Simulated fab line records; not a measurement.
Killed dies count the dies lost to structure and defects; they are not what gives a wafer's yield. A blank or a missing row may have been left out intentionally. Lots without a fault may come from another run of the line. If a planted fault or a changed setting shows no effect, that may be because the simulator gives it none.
Which tool did it?	flow nand-harc	Sampling: 24 lots, 72 wafers, 6 of 1159 route steps

## WHAT THE GAUGES READ, wafer by wafer
NHARC_P_M1_OVL_MEAS_10: pitch 260 nm.
lot	measured	on	overlay-x-nm (nm)	overlay-y-nm (nm)
L074	day 6 03:03	overlay-02	-1.3 -1.4 -1.5	-0.6 -0.2 -0.2
L076	day 6 15:27	overlay-02	-0.4 -0.4 -0.4	-0.7 -0.2 -0.4
L075	day 6 15:49	overlay-02	-0.6 -0.7 -0.7	-0.3 -0.9 -0.3
L078	day 6 23:53	overlay-01	1.0 0.7 1.0	-1.1 -1.1 -0.7
L077	day 7 04:29	overlay-01	-0.3 -0.5 -0.5	0.1 0.1 0.6
L080	day 7 05:29	overlay-01	-2.1 -1.9 -2.1	-1.2 -1.1 -1.1
L079	day 7 06:13	overlay-02	0.8 1.1 1.1	-1.5 -0.7 -1.0
L081	day 7 16:32	overlay-02	-1.3 -1.5 -1.4	-0.5 0.0 -0.7
L083	day 8 02:45	overlay-02	1.3 0.7 0.8	0.3 -1.1 -0.3
L082	day 8 07:53	overlay-02	0.6 0.2 0.7	0.2 0.5 -0.2
L084	day 8 16:48	overlay-01	0.1 0.2 0.9	-0.9 -0.8 -1.3
L087	day 9 06:19	overlay-01	-0.2 0.0 0.2	-0.2 0.2 0.9
L085	day 9 06:28	overlay-02	1.7 0.9 1.3	0.5 0.2 0.2
L086	day 9 06:52	overlay-02	1.2 0.8 0.1	1.2 0.6 1.0
L089	day 9 21:59	overlay-01	-0.4 -0.4 -0.1	-0.6 -0.1 -0.1
L088	day 9 22:35	overlay-02	0.8 1.1 0.9	0.2 0.5 0.5
L091	day 10 04:08	overlay-01	-0.6 -1.0 -0.8	-0.1 -0.2 0.0
L090	day 10 04:58	overlay-01	1.1 0.4 1.5	-0.5 -0.7 -0.2
L093	day 10 11:11	overlay-02	0.2 0.0 1.0	-0.7 -1.5 -0.8
L092	day 10 11:45	overlay-01	1.0 1.0 0.6	-1.0 -0.5 -0.7
L094	day 10 23:14	overlay-02	-0.8 -1.2 -1.1	1.2 1.4 1.5
L095	day 11 04:55	overlay-02	-0.1 -0.5 0.0	-0.3 -0.3 -0.2
L096	day 11 05:56	overlay-02	-0.9 -0.8 -0.4	0.8 0.6 0.8
L097	day 11 22:23	overlay-02	-1.4 -1.1 -1.0	-0.8 -0.3 -0.3

NHARC_P_M1_INSPECT_11.
lot	measured	on	raw-defect-count
L074	day 6 03:05	defect-inspect-01	5 4 2
L076	day 6 15:29	defect-inspect-01	4 7 1
L075	day 6 15:52	defect-inspect-01	4 1 3
L078	day 6 23:55	defect-inspect-01	3 4 2
L077	day 7 04:31	defect-inspect-01	2 1 0
L080	day 7 05:31	defect-inspect-02	6 7 5
L079	day 7 06:15	defect-inspect-01	6 12 4
L081	day 7 16:35	defect-inspect-01	2 4 3
L083	day 8 02:47	defect-inspect-01	1 2 3
L082	day 8 07:56	defect-inspect-02	3 3 6
L084	day 8 16:50	defect-inspect-02	10 8 6
L087	day 9 06:22	defect-inspect-01	7 3 4
L085	day 9 06:30	defect-inspect-02	5 1 3
L086	day 9 06:54	defect-inspect-01	6 6 5
L089	day 9 22:01	defect-inspect-01	3 1 2
L088	day 9 22:37	defect-inspect-01	0 2 3
L091	day 10 04:10	defect-inspect-01	5 4 2
L090	day 10 05:01	defect-inspect-01	6 5 8
L093	day 10 11:14	defect-inspect-02	13 6 5
L092	day 10 11:47	defect-inspect-01	10 5 6
L094	day 10 23:16	defect-inspect-01	6 4 5
L095	day 11 04:58	defect-inspect-02	6 2 0
L096	day 11 05:58	defect-inspect-02	1 3 1
L097	day 11 22:26	defect-inspect-02	2 5 2

NHARC_P_BONDPAD_CD_MEAS_09: target cd 500 nm.
lot	measured	on	cd-nm (nm)
L074	day 6 12:07	cd-sem-01	498.8 497.3 497.2
L076	day 7 00:18	cd-sem-01	498.7 497.8 498.5
L075	day 7 00:52	cd-sem-02	499.0 500.7 501.3
L078	day 7 08:41	cd-sem-01	500.0 499.9 499.2
L077	day 7 13:11	cd-sem-02	501.5 502.3 502.2
L080	day 7 14:11	cd-sem-01	498.1 496.9 497.9
L079	day 7 14:46	cd-sem-03	500.0 499.5 500.2
L081	day 8 01:40	cd-sem-03	500.5 499.0 499.1
L083	day 8 11:26	cd-sem-02	501.4 497.8 499.4
L082	day 8 16:43	cd-sem-03	501.2 501.1 501.9
L084	day 9 01:45	cd-sem-01	502.4 499.0 501.2
L087	day 9 15:05	cd-sem-02	500.3 498.1 499.0
L085	day 9 15:35	cd-sem-01	498.5 499.3 499.2
L086	day 9 16:29	cd-sem-01	499.6 501.2 501.3
L089	day 10 06:59	cd-sem-02	498.8 499.0 498.5
L088	day 10 07:30	cd-sem-03	498.7 498.6 497.3
L091	day 10 12:55	cd-sem-01	500.7 502.6 498.6
L090	day 10 13:39	cd-sem-01	502.4 503.5 502.6
L093	day 10 20:13	cd-sem-03	500.5 499.7 500.5
L092	day 10 20:28	cd-sem-02	501.2 502.2 499.4
L094	day 11 08:31	cd-sem-01	499.6 501.2 501.2
L095	day 11 13:41	cd-sem-02	500.4 500.8 499.7
L096	day 11 14:26	cd-sem-02	501.2 501.3 500.7
L097	day 12 07:02	cd-sem-03	500.6 502.1 501.3

## WHAT TOOL EACH LOT RAN ON (gives the tool, then ch and the chambers of the sampled wafers, and finally the start)
lot	NHARC_P_GATE_DESCUM_48	NHARC_P_CONTACT_CVD_23	NHARC_P_M0_PVD_21
L074	rie-diel-12 ch 2,3, day 5 04:01	cvd-w-02 ch 0,1, day 6 03:03 or earlier	pvd-sputter-03, day 6 03:03 or earlier
L076	rie-diel-12 ch 1,2, day 5 20:35	cvd-w-01 ch 0,1, day 6 15:27 or earlier	pvd-sputter-03, day 6 15:27 or earlier
L075	rie-diel-12 ch 1,3, day 5 21:01	cvd-w-02 ch 0,1, day 6 15:49 or earlier	pvd-sputter-01, day 6 15:49 or earlier
L078	rie-diel-11 ch 0,2,3, day 6 06:05	cvd-w-01 ch 0,1, day 6 23:53 or earlier	pvd-sputter-01, day 6 23:53 or earlier
L077	rie-diel-12 ch 1,2,3, day 6 07:49	cvd-w-01 ch 0,1, day 7 04:29 or earlier	pvd-sputter-03, day 7 04:29 or earlier
L080	rie-diel-11 ch 0,1,3, day 6 13:10	cvd-w-01 ch 0,1, day 7 05:29 or earlier	pvd-sputter-02, day 7 05:29 or earlier
L079	rie-diel-11 ch 0,1, day 6 14:06	cvd-w-01 ch 0, day 7 06:13 or earlier	pvd-sputter-02, day 7 06:13 or earlier
L081	rie-diel-11 ch 0,1,3, day 6 22:42	cvd-w-01 ch 0,1, day 7 16:32 or earlier	pvd-sputter-01, day 7 16:32 or earlier
L083	rie-diel-11 ch 1,3, day 7 10:40	cvd-w-02 ch 0,1, day 8 02:45 or earlier	pvd-sputter-03, day 8 02:45 or earlier
L082	rie-diel-11 ch 1,3, day 7 10:57	cvd-w-02 ch 0,1, day 8 07:53 or earlier	pvd-sputter-01, day 8 07:53 or earlier
L084	rie-diel-01 ch 1,2,3, day 7 23:41	cvd-w-01 ch 0,1, day 8 16:48 or earlier	pvd-sputter-02, day 8 16:48 or earlier
L087	rie-diel-12 ch 1,2,3, day 8 11:45	cvd-w-02 ch 1, day 9 06:19 or earlier	pvd-sputter-03, day 9 06:19 or earlier
L085	rie-diel-01 ch 0,2,3, day 8 11:59	cvd-w-02 ch 0,1, day 9 06:28 or earlier	pvd-sputter-01, day 9 06:28 or earlier
L086	rie-diel-11 ch 1,3, day 8 12:16	cvd-w-01 ch 0,1, day 9 06:52 or earlier	pvd-sputter-01, day 9 06:52 or earlier
L089	rie-diel-01 ch 0,1,2, day 8 20:59	cvd-w-01 ch 0,1, day 9 21:59 or earlier	pvd-sputter-03, day 9 21:59 or earlier
L088	rie-diel-12 ch 0,1,2, day 8 21:10	cvd-w-01 ch 1, day 9 22:35 or earlier	pvd-sputter-01, day 9 22:35 or earlier
L091	rie-diel-01 ch 0,2,3, day 9 06:16	cvd-w-02 ch 0,1, day 10 04:08 or earlier	pvd-sputter-03, day 10 04:08 or earlier
L090	rie-diel-11 ch 0,2, day 9 08:18	cvd-w-02 ch 0,1, day 10 04:58 or earlier	pvd-sputter-03, day 10 04:58 or earlier
L093	rie-diel-11 ch 1,2,3, day 9 18:52	cvd-w-01 ch 0, day 10 11:11 or earlier	pvd-sputter-03, day 10 11:11 or earlier
L092	rie-diel-11 ch 0,1,2, day 9 19:02	cvd-w-01 ch 0,1, day 10 11:45 or earlier	pvd-sputter-03, day 10 11:45 or earlier
L094	rie-diel-12 ch 1,3, day 10 02:01	cvd-w-02 ch 0,1, day 10 23:14 or earlier	pvd-sputter-03, day 10 23:14 or earlier
L095	rie-diel-11 ch 0,1, day 10 12:47	cvd-w-02 ch 0,1, day 11 04:55 or earlier	pvd-sputter-02, day 11 04:55 or earlier
L096	rie-diel-12 ch 0,1,3, day 10 13:02	cvd-w-01 ch 0,1, day 11 05:56 or earlier	pvd-sputter-01, day 11 05:56 or earlier
L097	rie-diel-12 ch 0,1,3, day 11 05:17	cvd-w-02 ch 1, day 11 22:23 or earlier	pvd-sputter-02, day 11 22:23 or earlier
- NHARC_P_GATE_DESCUM_48: chemistry O2, time 3 s.
- NHARC_P_CONTACT_CVD_23: deposits W, target thk 200 nm, time 557 s.
- NHARC_P_M0_PVD_21: deposits Cu, target thk 30 nm, time 20.49 s.

## AS READ BY THE TOOLS THEMSELVES (means over the sampled wafers that have a number; for cases with no such wafer, the mark the record gives instead)
NHARC_P_GATE_DESCUM_48.
lot	tool	drypump-motor-current-A (A)	oes-product-au (a.u.)	rf-vpp-V (V)	showerhead-plenum-p-Torr (Torr)	throttle-valve-pct (%)
L074	rie-diel-12	5.0	1.009	57.7	1.79	11.312
L076	rie-diel-12	4.9	1.001	57.3	1.88	11.313
L075	rie-diel-12	5.3	1.008	57.9	1.86	11.315
L078	rie-diel-11	5.7	1.002	57.6	1.93	11.304
L077	rie-diel-12	5.1	1.009	57.6	1.86	11.316
L080	rie-diel-11	5.7	0.998	57.6	2.01	11.318
L079	rie-diel-11	5.6	1.002	57.6	2.04	11.313
L081	rie-diel-11	5.7	0.996	58.1	2.01	11.311
L083	rie-diel-11	5.7	1.002	58.2	2.01	11.308
L082	rie-diel-11	5.6	1.000	58.6	2.01	11.311
L084	rie-diel-01	6.2	1.001	58.0	1.96	11.297
L087	rie-diel-12	5.1	0.999	56.7	1.86	11.305
L085	rie-diel-01	6.4	0.995	58.9	1.91	11.311
L086	rie-diel-11	5.7	1.003	57.2	1.98	11.311
L089	rie-diel-01	6.3	0.999	57.4	1.89	11.314
L088	rie-diel-12	5.2	0.993	57.5	1.86	11.312
L091	rie-diel-01	6.4	1.003	57.7	1.91	11.312
L090	rie-diel-11	5.6	0.995	58.2	1.96	11.305
L093	rie-diel-11	5.7	1.000	58.0	1.93	11.319
L092	rie-diel-11	5.7	0.990	57.8	1.96	11.310
L094	rie-diel-12	5.3	1.006	57.8	2.04	11.313
L095	rie-diel-11	5.6	0.994	59.1	2.04	11.317
L096	rie-diel-12	5.4	1.008	58.4	2.05	11.312
L097	rie-diel-12	5.4	1.000	58.0	2.05	11.308

NHARC_P_CONTACT_CVD_23.
lot	tool	heater-power-w (W)	mfc-h2-sccm (sccm)	throttle-valve-pct (%)
L074	cvd-w-02	481	1600	8.03
L076	cvd-w-01	433	1604	7.78
L075	cvd-w-02	489	1604	8.11
L078	cvd-w-01	452	1607	7.50
L077	cvd-w-01	433	1605	7.69
L080	cvd-w-01	452	1597	7.64
L079	cvd-w-01	430	1604	7.87
L081	cvd-w-01	452	1598	7.69
L083	cvd-w-02	453	1599	8.10
L082	cvd-w-02	458	1598	8.20
L084	cvd-w-01	436	1604	7.70
L087	cvd-w-02	517	1601	8.29
L085	cvd-w-02	492	1600	8.06
L086	cvd-w-01	455	1602	7.70
L089	cvd-w-01	440	1607	7.79
L088	cvd-w-01	471	1606	7.53
L091	cvd-w-02	497	1601	8.00
L090	cvd-w-02	491	1599	8.01
L093	cvd-w-01	426	1598	7.69
L092	cvd-w-01	440	1604	7.78
L094	cvd-w-02	485	1604	7.96
L095	cvd-w-02	455	1602	7.98
L096	cvd-w-01	438	1597	7.74
L097	cvd-w-02	542	1604	8.01

NHARC_P_M0_PVD_21.
lot	tool	throttle-valve-pct (%)
L074	pvd-sputter-03	29.4
L076	pvd-sputter-03	29.1
L075	pvd-sputter-01	29.8
L078	pvd-sputter-01	30.6
L077	pvd-sputter-03	29.6
L080	pvd-sputter-02	30.2
L079	pvd-sputter-02	30.1
L081	pvd-sputter-01	29.2
L083	pvd-sputter-03	29.9
L082	pvd-sputter-01	29.7
L084	pvd-sputter-02	29.4
L087	pvd-sputter-03	29.3
L085	pvd-sputter-01	29.8
L086	pvd-sputter-01	30.4
L089	pvd-sputter-03	29.4
L088	pvd-sputter-01	29.9
L091	pvd-sputter-03	29.4
L090	pvd-sputter-03	29.6
L093	pvd-sputter-03	30.2
L092	pvd-sputter-03	29.8
L094	pvd-sputter-03	29.8
L095	pvd-sputter-02	30.6
L096	pvd-sputter-01	29.6
L097	pvd-sputter-02	29.4

## THE ANSWER, worked out from the rows above alone
Rule: the lots themselves supply what counts as usual. The widest of any qualifying gaps counts: lots, ordered by their means at a reading, are off when they make up no more than a third of the lots, leave a main group of 4 or more, and stand apart from it by 3 or more times the standard deviation of that group's means. A main group is skipped when, at the precision printed for the reading in the tables above, its means are all equal. A lot without any number at a reading at which 4 lots or more have one is off too. Any other lot the step has rows for is counted as sound. After the gauges, taken in route order, come the tools' own readings; for these a lot's mean is taken, as printed above. At the first step where some lot is off, the reading lying furthest off is the one used; lots without a number count as furthest.
Nothing can be told from this: no lot is off at any reading shown.

## WHAT HAD BEEN PUT IN BY THE SIMULATOR
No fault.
